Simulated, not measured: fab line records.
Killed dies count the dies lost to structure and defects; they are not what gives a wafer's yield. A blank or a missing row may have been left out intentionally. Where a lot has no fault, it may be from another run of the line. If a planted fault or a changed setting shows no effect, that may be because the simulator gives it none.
Problem report, 8D (eight disciplines) form, completed by code / flow n5-finfet / the parts of the form that need people (team, actions taken, sign-off) are left out

1. THE PROBLEM
Wafers without a fault read 1500.2 rpm, standard deviation 1; spin-speed-rpm at N5_BEOL_M7_COAT_59 reads a mean of 1583.7 rpm on 9 wafers belonging to 3 lots. That puts it +83 standard deviations away from the usual mean.
The step: time 60 s, resist thk 100 nm.
First seen on wafer L918.1, day 11 14:35, on litho-track-01. The record holds 15 wafers of 5 lots with a number at this step. The rule behind "out" and "out of limits": a value lying over 4 standard deviations away from the usual mean. The rest of the wafers with a number are treated as sound.

2. WHAT IT IS AND WHAT IT IS NOT
question=which readings at this step | is=spin-speed-rpm | is not=-
question=which lots | is=L918, L919, L923 | is not=L910, L920
question=which wafers of those lots | is=all that have a number | is not=-
question=read on which tools | is=litho-track-01 | is not=litho-track-02
question=when | is=from day 11 14:35 | is not=up to then (3 sound wafers); but 3 sound wafers of L920 came after

3. SUSPECTS, AND WHAT RULES EACH OUT
Counting: a tool at a process step up to the reading stays a suspect if it ran every lot that is out and no sound lot after the first of them.
- litho-track-01 at N5_BEOL_M7_COAT_59 (time 60 s, resist thk 100 nm): kept. Every lot that is out went through it, starting with L918 (day 11 14:35), and after that it ran no sound lot; the last sound lot it ran before then is L910 (day 10 12:14). Out on those wafers are its own readings of spin-speed-rpm.
After counting, what remains is litho-track-01 at N5_BEOL_M7_COAT_59.

4. THE CAUSE (what the simulator had put in)
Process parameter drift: litho-track-01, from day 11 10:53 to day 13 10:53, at N5_BEOL_M7_COAT_59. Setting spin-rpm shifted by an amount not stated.
The count eliminated every tool but this one.

5. THE EFFECT CHAIN, in route order
One row per reading whose mean, taken over the struck wafers that have a number, lies over 3 standard deviations from the usual. Only readings whose record carries a usual standard deviation are examined. hours: median over the lots of the time between each lot's start at the first step of this table that gives one and its start at this step. sigmas: the change, counted in usual standard deviations.
hours=0; step=N5_BEOL_M7_COAT_59; reading=spin-speed-rpm; usual=1500.2 rpm; on struck wafers=1583.7; change=+83.5; sigmas=+83
Process steps it contains:
- N5_BEOL_M7_COAT_59: time 60 s, resist thk 100 nm.

6. HOW IT WOULD HAVE BEEN CAUGHT EARLIER
4 hours passed between the start of the fault at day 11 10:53 and the first reading out of limits in this record, taken at day 11 14:35.
